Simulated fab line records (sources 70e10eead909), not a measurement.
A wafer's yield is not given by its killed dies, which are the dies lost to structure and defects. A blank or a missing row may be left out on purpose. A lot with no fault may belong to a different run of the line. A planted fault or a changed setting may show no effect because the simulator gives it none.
Chamber matching | flow nand harc | 4 sister chambers for NHARC_A_STAIRCASE_DESCUM_186 on rie diel-01
The step chemistry O2, time 3 s. 18 wafers are shown with their chamber, then 9 later ones without.

WAFERS WITH THEIR CHAMBER
wafer  | chamber | showerhead plenum p Torr (Torr) | drypump motor current A (A) | oes product au (a.u.)
L075.2 | 2       | 1.78                            | 6.3                         | 0.998
L075.3 | 3       | 1.99                            | 5.7                         | 0.969
L075.5 | 3       | 1.99                            | 5.6                         | 0.975
L079.2 | 3       | 1.99                            | 5.6                         | 0.984
L079.3 | 2       | 1.78                            | 6.2                         | 0.999
L079.4 | 3       | 1.99                            | 5.6                         | 0.978
L083.1 | 3       | 1.98                            | 5.6                         | 0.986
L083.3 | 2       | 1.78                            | 6.2                         | 1.001
L083.6 | 1       | 1.97                            | 5.7                         | 1.008
L086.1 | 3       | 1.98                            | 5.6                         | 1.001
L086.3 | 2       | 1.78                            | 6.3                         | 0.985
L086.6 | 1       | 1.97                            | 5.7                         | 0.984
L092.1 | 0       | 1.99                            | 5.2                         | 1.025
L092.3 | 2       | 1.78                            | 6.2                         | 0.992
L092.4 | 1       | 1.97                            | 5.7                         | 0.985
L090.2 | 3       | 1.98                            | 5.6                         | 1.024
L090.5 | 2       | 1.77                            | 6.2                         | 0.988
L090.6 | 1       | 1.97                            | 5.7                         | 0.989

SIGNATURES (means of the wafers above)
reading                  | chamber 0 | chamber 1 | chamber 2 | chamber 3 | scatter within a chamber
showerhead plenum p Torr | 1.9900    | 1.9700    | 1.7783    | 1.9857    | 0.00427
drypump motor current A  | 5.200     | 5.700     | 6.233     | 5.614     | 0.0396
oes product au           | 1.02500   | 0.99150   | 0.99383   | 0.98814   | 0.0139
Rule: a wafer's distance from a chamber is the root of the sum, over the readings, of the square of ((its reading less the chamber's mean) divided by the reading's scatter). If the next closest chamber is less than 2 further off than the closest, the wafer can't be placed; otherwise it belongs to the closest. The scatter: the root of (the sum of the squares of (reading less its chamber's mean) over the shown wafers, divided by (wafers less chambers)).

WAFERS WITHOUT THEIR CHAMBER
wafer  | showerhead plenum p Torr (Torr) | drypump motor current A (A) | oes product au (a.u.)
L091.1 | 1.97                            | 5.7                         | 0.988
L091.3 | 1.77                            | 6.2                         | 0.991
L091.6 | 1.77                            | 6.2                         | 0.994
L097.2 | 1.96                            | 5.8                         | 0.988
L097.4 | 1.77                            | 6.2                         | 0.990
L097.5 | 1.96                            | 5.8                         | 0.985
L096.2 | 1.97                            | 5.7                         | 1.011
L096.5 | 1.96                            | 5.8                         | 0.985
L096.6 | 1.98                            | 5.2                         | 1.012

WHICH CHAMBER EACH WENT THROUGH
wafer  | from the rows above | in truth
L091.1 | 1                   | 1
L091.3 | 2                   | 2
L091.6 | 2                   | 2
L097.2 | 1                   | 1
L097.4 | 2                   | 2
L097.5 | 1                   | 1
L096.2 | 1                   | 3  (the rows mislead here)
L096.5 | 1                   | 1
L096.6 | 0                   | 0
Correct placement for 8 of the 9. Left unplaced by these rows: 0. Wrongly placed: 1.
